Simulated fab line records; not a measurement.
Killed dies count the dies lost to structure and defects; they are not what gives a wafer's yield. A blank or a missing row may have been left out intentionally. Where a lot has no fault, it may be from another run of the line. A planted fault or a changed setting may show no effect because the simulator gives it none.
Matching of chambers    flow n5_finfet    rie_diel-01 running N5_BEOL_M0_TRENCH_ETCH_107: 4 sister chambers
The step etches SiOC in C4F6/O2, target depth 32.8 nm, time 16.4 s. 8 wafers are shown with their chamber, then 7 later ones without.

== EACH WAFER AND ITS CHAMBER ==
wafer   chamber  rf_vpp_V (V)  drypump_motor_current_A (A)
L079.1  1        668           5.0
L079.4  2        661           6.2
L081.5  3        684           5.4
L089.1  0        655           4.7
L089.3  1        667           5.1
L089.4  3        683           5.4
L091.1  2        661           6.1
L091.4  0        655           4.7

== WAFERS WITHOUT THEIR CHAMBER ==
wafer   rf_vpp_V (V)  drypump_motor_current_A (A)
L091.5  654           4.7
L093.1  655           4.7
L093.3  683           5.4
L093.4  661           6.2
L097.2  655           4.7
L097.4  655           4.7
L097.5  666           5.0

== EACH ONE'S CHAMBER ==
wafer   from the rows above  in truth
L091.5  0                    0
L093.1  0                    0
L093.3  3                    3
L093.4  2                    2
L097.2  0                    0
L097.4  0                    0
L097.5  1                    1
7 of 7 placed correctly. Can't be placed from these rows: 0. Number placed wrongly: 0.
How it was worked out, from the rows above alone: a wafer's distance from a chamber is the root of the sum, over the readings, of the square of ((its reading less the chamber's mean) divided by the reading's scatter). The wafer belongs to the nearest chamber; if the next one is less than 2 further off, it can't be placed. For every chamber, the mean is computed from those of its wafers that are shown. The scatter is the square root of a quotient: the sum, over the shown wafers, of each reading's squared deviation from its chamber's mean, divided by wafers minus chambers.
